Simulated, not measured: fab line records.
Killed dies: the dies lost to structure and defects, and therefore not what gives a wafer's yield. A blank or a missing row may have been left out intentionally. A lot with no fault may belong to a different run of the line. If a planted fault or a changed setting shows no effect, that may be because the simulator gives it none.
fab line records	flow nandHarc
record: lots: 24	wafers: 72	lastDay: 24
route steps=1159 shown A_CONTACT@884
lots with no fault: from the same line, run without faults
startH: the number of hours between the record's first day and the start of the first shown wafer of the lot	waitH: how many hours have passed since the lot's step before this one	" unchanged from the row above	L1.1+2: a single row standing in for several wafers	- either no value or no given start	* or withheld: withheld	< > ~ a bound
route shown NAME@n: a module of which the file shows steps, and the number in the route of the first	usual: mean/standard deviation taken from wafers without a fault	same: alike in all rows	chamber/n: place in a boat	sites: the reading at each site	_std_site: standard deviation across them	_edge_site: inner sites' mean taken away from outer sites' mean	radiusMm: for every site, how far away it sits from the centre of the wafer	mask NAME#n: copy n	behind: the most recent tool/chamber to have shaped the wafer	hold: the reason the lot was held/the length of the hold in hours/how it ended	device: transistor that didn't switch, given as n, p or np	end of line: at the end of the route, the tests of the same wafers	a step given without rows: its recipe and nothing more	killed: count of dies lost to structure and defects at first sort (not the wafer's yield)	map: the dies of a wafer, with x for killed, . for not killed, _ for no die there
set.NAME: setting as actually run; set.NAME@STEP: the setting as run at that earlier step	model.NAME: the simulator's own value behind a step, which no gauge read
one table for each step of the route and one row for each wafer, over a sample of lots
services: a tool's chamber out of use, with start hour (startH, from the record's first day; less than 0 if before it), hours out, and reason
== steps ==
step: NHARC_A_CONTACT_DEP_57
recipe: targetThkA: 28000	tempC: 400	material: aC
usual: throttleValvePct: 34.999/0.0098
lot.wafer	tool	chamber	startH	waitH	throttleValvePct
L074.1	aclDep-02	0	369.54	-	35.000
L074.4	"	0	"	"	34.985
L074.6	"	0	"	"	34.989
L077.1	aclDep-03	0	386.65	-	34.988
L077.3	"	0	"	"	35.009
L077.6	"	0	"	"	35.009
L075.4	aclDep-02	0	389.86	-	34.978
L075.5	"	0	"	"	34.996
L075.6	"	0	"	"	35.008
L078.2	aclDep-01	0	403.02	-	34.996
L078.4	"	0	"	"	34.997
L078.6	"	0	"	"	35.011
L076.1	aclDep-01	0	404.54	-	34.999
L076.3	"	0	"	"	34.997
L076.6	"	0	"	"	35.011
L079.2	aclDep-02	0	406.28	-	34.992
L079.4	"	0	"	"	34.999
L079.6	"	0	"	"	35.006
L080.1	aclDep-01	0	412.42	-	34.988
L080.5	"	0	413.56	-	34.989
L080.6	"	0	"	"	35.012
L081.1	aclDep-02	0	417.09	-	35.021
L081.4	"	0	"	"	35.008
L081.6	"	0	"	"	35.007
L083.3	aclDep-03	0	423.47	-	35.007
L083.4	"	0	"	"	35.007
L083.5	"	0	"	"	34.994
L082.2	aclDep-03	0	431.45	-	34.988
L082.4	"	0	"	"	35.007
L082.6	"	0	"	"	34.986
L084.2	aclDep-02	0	442.01	-	35.003
L084.4	"	0	"	"	35.014
L084.5	"	0	"	"	34.995
L085.1	aclDep-03	0	442.17	-	34.996
L085.5	"	0	443.33	-	35.027
L085.6	"	0	"	"	34.988
L088.1	aclDep-01	0	447.32	-	34.987
L088.4	"	0	"	"	34.999
L088.5	"	0	"	"	35.009
L086.1	aclDep-01	0	449.04	-	34.996
L086.2	"	0	"	"	34.980
L086.4	"	0	"	"	34.986
L087.2	aclDep-02	0	455.76	-	34.995
L087.3	"	0	"	"	35.002
L087.6	"	0	"	"	34.989
L090.1	aclDep-03	0	457.61	-	35.011
L090.4	"	0	"	"	34.994
L090.6	"	0	"	"	34.994
L089.2	aclDep-01	0	461.03	-	34.969
L089.4	"	0	"	"	34.995
L089.5	"	0	"	"	34.992
L091.1	aclDep-01	0	472.12	-	34.998
L091.3	"	0	"	"	35.002
L091.6	"	0	"	"	35.007
L092.1	aclDep-03	0	475.37	-	35.001
L092.4	"	0	"	"	35.001
L092.6	"	0	"	"	35.013
L093.2	aclDep-03	0	482.46	-	35.011
L093.3	"	0	"	"	34.997
L093.6	"	0	"	"	35.006
L097.1	aclDep-01	0	496.88	-	35.010
L097.4	"	0	"	"	34.989
L097.6	"	0	"	"	35.001
L095.2	aclDep-03	0	503.45	-	35.000
L095.3	"	0	"	"	34.994
L095.5	"	0	"	"	35.002
L094.3	aclDep-01	0	503.69	-	34.991
L094.5	"	0	"	"	34.997
L094.6	"	0	"	"	35.013
L096.1	aclDep-01	0	507.09	-	35.004
L096.2	"	0	"	"	35.011
L096.4	"	0	"	"	34.997
step: NHARC_A_CONTACT_ETCH_75
recipe: targetDepthA: 390	overEtchFrac: 0.3	timeS: 65	ionEnergyEv: 80	cf4FlowSccm: 150	arFlowSccm: 0	rfW: 300	biasW: 100	chemistry: CF4
usual: drypumpMotorCurrentA: 5.8/0.55	oesProductAu: 1.000/0.0071	rfVppV: 151.4/1.1	showerheadPlenumPTorr: 1.77/0.065	throttleValvePct: 13.284/0.0085
lot.wafer	tool	chamber	startH	waitH	drypumpMotorCurrentA	oesProductAu	rfHoursCounterH	rfVppV	showerheadPlenumPTorr	throttleValvePct
L074.4	rieDiel-08	0	372.18	0.1	5.9	0.997	22	150.9	1.82	13.283
L074.1	"	1	"	"	6.4	0.997	24	151.2	1.80	13.281
L074.6	"	3	"	"	6.3	1.009	-	151.8	1.81	13.288
L077.1	rieDiel-08	3	389.37	0.1	6.3	0.997	31	151.5	1.81	13.285
L077.3	"	0	"	"	6.0	1.002	28	152.3	1.82	13.270
L077.6	"	0	"	"	6.0	1.003	-	152.3	1.82	13.280
L075.4	rieDiel-09	3	391.77	0.1	6.3	1.000	23	151.4	1.73	13.267
L075.6	"	0	"	"	5.4	0.997	-	151.3	1.82	13.277
L075.5	"	1	"	"	6.0	0.991	-	150.3	1.71	13.299
L078.2	rieDiel-09	1	405.49	0.1	6.1	0.991	25	150.6	1.71	13.293
L078.4	"	2	"	"	6.1	0.995	25	152.3	1.83	13.292
L078.6	"	1	"	"	6.0	0.991	-	150.1	1.71	13.268
L076.1	rieDiel-09	0	407.49	0.1	5.4	0.995	27	151.5	1.82	13.283
L076.3	"	1	"	"	6.0	0.999	26	151.2	1.71	13.283
L076.6	"	3	"	"	6.3	1.006	-	152.9	1.73	13.293
L079.4	rieDiel-09	2	408.81	0.1	6.1	0.996	27	151.1	1.83	13.303
L079.2	"	0	"	"	5.5	0.994	27	151.0	1.82	13.295
L079.6	"	3	"	"	6.3	1.010	-	151.5	1.73	13.273
L080.1	rieDiel-09	2	415.03	0.1	6.1	1.002	29	151.2	1.83	13.283
L080.6	"	2	"	"	6.1	0.984	-	152.4	1.82	13.271
L080.5	"	3	"	"	6.3	1.012	-	152.3	1.73	13.269
L081.4	rieDiel-07	0	419.86	0.1	4.7	0.991	2	152.6	1.89	13.289
L081.1	"	3	"	"	5.8	0.994	2	147.8	1.65	13.275
L081.6	"	1	"	"	4.7	1.010	-	151.1	1.78	13.275
L083.3	rieDiel-07	0	426.95	1.5	4.7	0.999	6	152.4	1.89	13.288
L083.4	"	3	"	"	5.8	1.006	5	148.6	1.65	13.286
L083.5	"	0	"	"	4.8	0.996	-	153.6	1.89	13.283
L082.2	rieDiel-07	2	433.78	0.1	5.1	1.008	8	150.0	1.77	13.299
L082.4	"	1	"	"	4.8	1.008	9	151.9	1.78	13.273
L082.6	"	3	"	"	5.8	1.000	-	149.9	1.65	13.274
L084.2	rieDiel-07	3	444.46	0.1	5.8	1.001	11	149.8	1.65	13.289
L084.4	"	0	"	"	4.7	0.996	11	152.5	1.89	13.293
L084.5	"	0	"	"	4.8	1.006	-	153.1	1.89	13.284
L085.1	rieDiel-07	3	444.95	0.1	5.8	1.016	11	149.9	1.65	13.297
L085.5	"	0	"	"	4.8	0.998	-	152.7	1.89	13.289
L085.6	"	1	"	"	4.8	1.002	-	151.6	1.78	13.290
L088.1	rieDiel-08	1	450.08	0.1	6.5	1.000	56	152.1	1.79	13.288
L088.4	"	2	"	"	6.3	1.006	58	149.2	1.65	13.277
L088.5	"	0	"	"	6.0	1.004	-	153.5	1.81	13.292
L086.1	rieDiel-09	2	451.80	0.1	6.1	0.995	1	153.1	1.82	13.277
L086.4	"	3	"	"	6.3	1.002	1	150.4	1.73	13.270
L086.2	"	0	"	"	5.4	1.000	1	150.8	1.82	13.282
L087.2	rieDiel-09	2	458.24	0.1	6.1	0.986	2	152.9	1.82	13.282
L087.3	"	1	"	"	6.0	0.986	2	151.2	1.71	13.285
L087.6	"	3	"	"	6.3	0.991	-	150.8	1.73	13.283
L090.1	rieDiel-09	1	460.20	0.1	6.0	0.999	3	151.8	1.71	13.289
L090.4	"	0	"	"	5.5	0.999	2	151.3	1.82	13.276
L090.6	"	1	"	"	6.0	0.998	-	151.2	1.71	13.284
L089.2	rieDiel-08	3	463.68	0.1	6.3	0.999	61	150.6	1.80	13.286
L089.4	"	1	"	"	6.5	1.002	62	151.2	1.79	13.278
L089.5	"	0	"	"	6.0	1.005	-	152.3	1.81	13.280
L091.1	rieDiel-08	0	474.72	0.1	6.0	0.998	62	150.3	1.81	13.294
L091.3	"	2	"	"	6.3	1.000	68	149.2	1.64	13.293
L091.6	"	0	"	"	6.0	1.003	-	151.4	1.81	13.293
L092.4	rieDiel-09	1	478.17	0.1	6.0	1.003	6	151.6	1.71	13.271
L092.1	"	2	"	"	6.1	1.002	7	153.5	1.82	13.290
L092.6	"	1	"	"	6.0	0.997	-	151.2	1.71	13.293
L093.2	rieDiel-09	0	484.80	0.1	5.4	1.001	8	152.0	1.82	13.288
L093.3	"	1	"	"	6.0	0.991	8	151.8	1.71	13.298
L093.6	"	3	"	"	6.3	0.998	-	151.9	1.73	13.289
L097.1	rieDiel-09	0	499.49	0.1	5.5	0.994	10	151.3	1.82	13.289
L097.4	"	2	"	"	6.1	0.990	11	150.9	1.82	13.295
L097.6	"	0	"	"	5.4	1.001	-	152.1	1.82	13.294
L094.3	rieDiel-07	0	506.02	0.1	4.7	1.005	36	153.5	1.88	13.294
L094.5	"	3	"	"	5.8	1.005	-	150.8	1.65	13.275
L094.6	"	0	"	"	4.7	1.000	-	152.5	1.88	13.276
L095.3	rieDiel-08	1	506.28	0.2	6.4	1.002	8	152.7	1.79	13.287
L095.2	"	2	"	"	6.3	1.007	8	152.4	1.91	13.283
L095.5	"	1	"	"	6.5	1.000	-	150.9	1.79	13.284
L096.1	rieDiel-09	0	510.07	0.2	5.4	0.999	12	149.8	1.82	13.274
L096.2	"	1	"	"	6.0	0.987	13	150.4	1.70	13.271
L096.4	"	0	"	"	5.4	0.988	-	151.1	1.82	13.284
step: NHARC_A_CONTACT_ETCH_125
recipe: sourceW: withheld	pressureMtorr: 20	biasV: 1200	timeS: 155	targetDepthA: 9560	arFlowSccm: withheld	c4f8FlowSccm: withheld	o2FlowSccm: withheld	chemistry: C4F8/O2/Ar
lot.wafer	tool	chamber	startH	waitH	rfHoursCounterH
L074.1	harCapEtch-02	0	373.51	0.2	7
L074.4	"	0	"	"	-
L074.6	"	1	"	"	-
L077.1	harCapEtch-02	0	390.61	0.2	11
L077.3	"	1	"	"	-
L077.6	"	1	"	"	-
L075.4	harCapEtch-01	0	393.03	0.1	-
L075.6	"	0	"	"	-
L075.5	"	1	"	"	-
L078.2	harCapEtch-03	1	407.38	0.2	87
L078.4	"	1	"	"	-
L078.6	"	0	"	"	-
L076.1	harCapEtch-01	0	408.74	0.2	63
L076.3	"	1	"	"	-
L076.6	"	1	"	"	-
L079.2	harCapEtch-02	0	410.14	0.2	14
L079.4	"	0	"	"	-
L079.6	"	1	"	"	-
L080.1	harCapEtch-01	0	416.46	0.2	64
L080.6	"	0	"	"	-
L080.5	"	1	"	"	-
L081.1	harCapEtch-03	0	421.30	0.2	90
L081.4	"	0	"	"	-
L081.6	"	1	"	"	-
L083.3	harCapEtch-03	0	428.32	0.1	-
L083.4	"	1	"	"	-
L083.5	"	0	"	"	-
L082.2	harCapEtch-02	0	435.21	0.2	18
L082.4	"	0	"	"	-
L082.6	"	1	"	"	-
L084.2	harCapEtch-03	0	445.72	0.2	95
L084.4	"	0	"	"	-
L084.5	"	0	"	"	-
L085.1	harCapEtch-02	0	446.48	0.2	22
L085.6	"	1	"	"	-
L085.5	"	0	"	"	-
L088.1	harCapEtch-01	0	451.52	0.2	70
L088.4	"	0	"	"	-
L088.5	"	0	"	"	-
L086.1	harCapEtch-02	0	453.03	0.2	23
L086.2	"	1	"	"	23
L086.4	"	0	"	"	-
L087.2	harCapEtch-03	0	459.56	0.2	99
L087.3	"	1	"	"	-
L087.6	"	1	"	"	-
L090.1	harCapEtch-02	1	461.44	0.2	26
L090.4	"	1	"	"	-
L090.6	"	1	"	"	-
L089.2	harCapEtch-01	0	464.95	0.2	74
L089.4	"	1	"	"	-
L089.5	"	1	"	"	-
L091.1	harCapEtch-01	1	475.95	0.2	77
L091.3	"	0	"	"	-
L091.6	"	0	"	"	-
L092.1	harCapEtch-03	0	479.42	0.2	102
L092.4	"	1	"	"	-
L092.6	"	1	"	"	-
L093.2	harCapEtch-02	1	486.16	0.2	29
L093.3	"	0	"	"	-
L093.6	"	1	"	"	-
L097.1	harCapEtch-02	0	500.79	0.2	32
L097.4	"	0	"	"	-
L097.6	"	1	"	"	-
L094.3	harCapEtch-01	0	507.45	0.1	-
L094.5	"	1	"	"	-
L094.6	"	0	"	"	-
L095.2	harCapEtch-03	1	508.05	0.2	106
L095.3	"	1	"	"	-
L095.5	"	0	"	"	-
L096.2	harCapEtch-01	0	511.90	0.2	82
L096.1	"	1	"	"	82
L096.4	"	0	"	"	-
step: NHARC_A_CONTACT_ETCH_131
recipe: sourceW: withheld	pressureMtorr: 20	biasV: 1200	timeS: 155	targetDepthA: 9560	arFlowSccm: withheld	c4f8FlowSccm: withheld	o2FlowSccm: withheld	chemistry: C4F8/O2/Ar
lot.wafer	tool	chamber	startH	waitH	rfHoursCounterH
L074.1	harCapEtch-02	0	374.65	0.2	8
L074.4	"	0	"	"	-
L074.6	"	1	"	"	-
L077.1	harCapEtch-02	0	391.46	0.1	11
L077.3	"	1	"	"	-
L077.6	"	1	"	"	-
L075.4	harCapEtch-01	0	393.87	0.1	-
L075.6	"	0	"	"	-
L075.5	"	1	"	"	-
L078.2	harCapEtch-03	1	408.23	0.1	88
L078.4	"	1	"	"	-
L078.6	"	0	"	"	-
L076.1	harCapEtch-01	0	409.60	0.1	63
L076.3	"	1	"	"	-
L076.6	"	1	"	"	-
L079.2	harCapEtch-02	0	411.04	0.2	15
L079.4	"	0	"	"	-
L079.6	"	1	"	"	-
L080.1	harCapEtch-01	0	417.30	0.1	65
L080.6	"	0	"	"	-
L080.5	"	1	"	"	-
L081.1	harCapEtch-03	0	422.16	0.1	91
L081.4	"	0	"	"	-
L081.6	"	1	"	"	-
L083.3	harCapEtch-03	0	429.17	0.1	-
L083.4	"	1	"	"	-
L083.5	"	0	"	"	-
L082.2	harCapEtch-02	0	436.06	0.1	19
L082.4	"	0	"	"	-
L082.6	"	1	"	"	-
L084.2	harCapEtch-03	0	446.57	0.1	96
L084.4	"	0	"	"	-
L084.5	"	0	"	"	-
L085.1	harCapEtch-02	0	447.33	0.1	22
L085.6	"	1	"	"	-
L085.5	"	0	"	"	-
L088.1	harCapEtch-01	0	452.38	0.1	71
L088.4	"	0	"	"	-
L088.5	"	0	"	"	-
L086.1	harCapEtch-02	0	453.88	0.1	24
L086.2	"	1	"	"	24
L086.4	"	0	"	"	-
L087.2	harCapEtch-03	0	460.70	0.2	99
L087.3	"	1	"	"	-
L087.6	"	1	"	"	-
L090.1	harCapEtch-02	1	462.28	0.1	26
L090.4	"	1	"	"	-
L090.6	"	1	"	"	-
L089.2	harCapEtch-01	0	465.80	0.1	75
L089.4	"	1	"	"	-
L089.5	"	1	"	"	-
L091.1	harCapEtch-01	1	476.79	0.1	78
L091.3	"	0	"	"	-
L091.6	"	0	"	"	-
L092.1	harCapEtch-03	0	480.27	0.1	103
L092.4	"	1	"	"	-
L092.6	"	1	"	"	-
L093.2	harCapEtch-02	1	487.00	0.1	30
L093.3	"	0	"	"	-
L093.6	"	1	"	"	-
L097.1	harCapEtch-02	0	501.65	0.1	33
L097.4	"	0	"	"	-
L097.6	"	1	"	"	-
L094.3	harCapEtch-01	0	508.30	0.1	-
L094.5	"	1	"	"	-
L094.6	"	0	"	"	-
L095.2	harCapEtch-03	1	508.90	0.1	107
L095.3	"	1	"	"	-
L095.5	"	0	"	"	-
L096.2	harCapEtch-01	0	512.76	0.1	83
L096.1	"	1	"	"	83
L096.4	"	0	"	"	-
step: NHARC_A_CONTACT_ETCH_132
recipe: sourceW: withheld	pressureMtorr: 20	biasV: 1200	timeS: 156	targetDepthA: 9580	arFlowSccm: withheld	c4f8FlowSccm: withheld	o2FlowSccm: withheld	chemistry: C4F8/O2/Ar
lot.wafer	tool	chamber	startH	waitH	rfHoursCounterH
L074.1	harCapEtch-02	0	374.84	0.2	8
L074.4	"	0	"	"	-
L074.6	"	1	"	"	-
L077.1	harCapEtch-02	0	391.60	0.1	12
L077.3	"	1	"	"	-
L077.6	"	1	"	"	-
L075.4	harCapEtch-01	0	394.02	0.1	-
L075.6	"	0	"	"	-
L075.5	"	1	"	"	-
L078.2	harCapEtch-03	1	408.37	0.1	88
L078.4	"	1	"	"	-
L078.6	"	0	"	"	-
L076.1	harCapEtch-01	0	409.74	0.1	63
L076.3	"	1	"	"	-
L076.6	"	1	"	"	-
L079.2	harCapEtch-02	0	411.23	0.2	15
L079.4	"	0	"	"	-
L079.6	"	1	"	"	-
L080.1	harCapEtch-01	0	417.45	0.1	65
L080.6	"	0	"	"	-
L080.5	"	1	"	"	-
L081.1	harCapEtch-03	0	422.30	0.1	91
L081.4	"	0	"	"	-
L081.6	"	1	"	"	-
L083.3	harCapEtch-03	0	429.31	0.1	-
L083.4	"	1	"	"	-
L083.5	"	0	"	"	-
L082.2	harCapEtch-02	0	436.20	0.1	19
L082.4	"	0	"	"	-
L082.6	"	1	"	"	-
L084.2	harCapEtch-03	0	446.71	0.1	96
L084.4	"	0	"	"	-
L084.5	"	0	"	"	-
L085.1	harCapEtch-02	0	447.47	0.1	23
L085.6	"	1	"	"	-
L085.5	"	0	"	"	-
L088.1	harCapEtch-01	0	452.52	0.1	71
L088.4	"	0	"	"	-
L088.5	"	0	"	"	-
L086.1	harCapEtch-02	0	454.02	0.1	24
L086.2	"	1	"	"	24
L086.4	"	0	"	"	-
L087.2	harCapEtch-03	0	460.89	0.2	100
L087.3	"	1	"	"	-
L087.6	"	1	"	"	-
L090.1	harCapEtch-02	1	462.42	0.1	26
L090.4	"	1	"	"	-
L090.6	"	1	"	"	-
L089.2	harCapEtch-01	0	465.94	0.1	75
L089.4	"	1	"	"	-
L089.5	"	1	"	"	-
L091.1	harCapEtch-01	1	476.93	0.1	78
L091.3	"	0	"	"	-
L091.6	"	0	"	"	-
L092.1	harCapEtch-03	0	480.42	0.1	103
L092.4	"	1	"	"	-
L092.6	"	1	"	"	-
L093.2	harCapEtch-02	1	487.14	0.1	30
L093.3	"	0	"	"	-
L093.6	"	1	"	"	-
L097.1	harCapEtch-02	0	501.79	0.1	33
L097.4	"	0	"	"	-
L097.6	"	1	"	"	-
L094.3	harCapEtch-01	0	508.45	0.1	-
L094.5	"	1	"	"	-
L094.6	"	0	"	"	-
L095.2	harCapEtch-03	1	509.04	0.1	107
L095.3	"	1	"	"	-
L095.5	"	0	"	"	-
L096.2	harCapEtch-01	0	512.90	0.1	83
L096.1	"	1	"	"	83
L096.4	"	0	"	"	-
step: NHARC_A_CONTACT_CD_MEAS_80
usual: cdNm: 189.4/0.83
lot.wafer	tool	chamber	startH	waitH	cdNm
L074.1	cdSem-01	-	375.87	-	188.9
L074.4	"	-	"	"	188.7
L074.6	"	-	"	"	188.7
L077.1	cdSem-01	-	392.59	-	189.6
L077.3	"	-	"	"	189.0
L077.6	"	-	"	"	189.2
L075.4	cdSem-03	-	394.91	-	188.6
L075.5	"	-	"	"	189.1
L075.6	"	-	"	"	189.5
L078.2	cdSem-01	-	409.43	-	188.4
L078.4	"	-	"	"	188.8
L078.6	"	-	"	"	188.5
L076.1	cdSem-03	-	410.93	-	188.8
L076.3	"	-	"	"	188.5
L076.6	"	-	"	"	189.1
L079.2	cdSem-03	-	412.29	-	190.2
L079.4	"	-	"	"	189.5
L079.6	"	-	"	"	190.1
L080.1	cdSem-03	-	418.37	-	189.4
L080.5	"	-	"	"	189.2
L080.6	"	-	"	"	190.0
L081.1	cdSem-01	-	423.20	-	190.3
L081.4	"	-	"	"	190.2
L081.6	"	-	"	"	189.9
L083.3	cdSem-03	-	430.21	-	190.2
L083.4	"	-	"	"	189.8
L083.5	"	-	"	"	189.4
L082.2	cdSem-01	-	437.21	-	188.9
L082.4	"	-	"	"	189.3
L082.6	"	-	"	"	189.0
L084.2	cdSem-03	-	447.62	-	189.3
L084.4	"	-	"	"	189.0
L084.5	"	-	"	"	189.3
L085.1	cdSem-02	-	448.38	-	190.0
L085.5	"	-	"	"	189.8
L085.6	"	-	"	"	189.6
L088.1	cdSem-02	-	453.45	-	189.0
L088.4	"	-	"	"	188.9
L088.5	"	-	"	"	188.9
L086.1	cdSem-02	-	454.95	-	188.3
L086.2	"	-	"	"	188.5
L086.4	"	-	"	"	188.7
L087.2	cdSem-02	-	461.96	-	188.7
L087.3	"	-	"	"	188.8
L087.6	"	-	"	"	189.0
L090.1	cdSem-03	-	463.36	-	187.9
L090.4	"	-	"	"	187.4
L090.6	"	-	"	"	188.1
L089.2	cdSem-03	-	466.84	-	189.7
L089.4	"	-	"	"	190.2
L089.5	"	-	"	"	190.0
L091.1	cdSem-01	-	477.86	-	189.6
L091.3	"	-	"	"	189.8
L091.6	"	-	"	"	189.7
L092.1	cdSem-01	-	481.50	-	190.7
L092.4	"	-	"	"	190.2
L092.6	"	-	"	"	189.9
L093.2	cdSem-03	-	488.06	-	188.6
L093.3	"	-	"	"	188.6
L093.6	"	-	"	"	189.0
L097.1	cdSem-02	-	502.71	-	190.0
L097.4	"	-	"	"	190.0
L097.6	"	-	"	"	190.3
L094.3	cdSem-03	-	509.36	-	189.8
L094.5	"	-	"	"	189.1
L094.6	"	-	"	"	189.7
L095.2	cdSem-03	-	510.13	-	191.0
L095.3	"	-	"	"	191.5
L095.5	"	-	"	"	191.2
L096.1	cdSem-03	-	513.90	-	190.7
L096.2	"	-	"	"	191.4
L096.4	"	-	"	"	191.3
== services ==
tool	chamber	startH	hours	kind
aclDep-02	-	349.18	13.0	pm
rieDiel-09	0	361.20	-	clean
rieDiel-09	1	361.20	-	clean
rieDiel-09	2	361.20	-	clean
rieDiel-09	3	361.20	-	clean
rieDiel-07	1	371.43	2.3	repair
rieDiel-09	0	385.90	-	clean
rieDiel-09	1	385.90	-	clean
rieDiel-09	2	385.90	-	clean
rieDiel-09	3	385.90	-	clean
harCapEtch-03	-	394.39	0.1	repair
rieDiel-07	-	406.41	9.0	pm
aclDep-03	-	408.68	13.0	pm
rieDiel-09	0	410.47	-	clean
rieDiel-09	1	410.47	-	clean
rieDiel-09	2	410.47	-	clean
rieDiel-09	3	410.47	-	clean
rieDiel-09	1	412.88	7.5	repair
rieDiel-09	-	431.13	9.0	pm
rieDiel-09	0	431.13	9.0	ventCycle
aclDep-01	-	475.73	13.0	pm
rieDiel-08	-	478.81	9.0	pm
rieDiel-09	2	479.59	2.0	repair
rieDiel-09	2	508.61	36.4	repair
== key ==
fault none
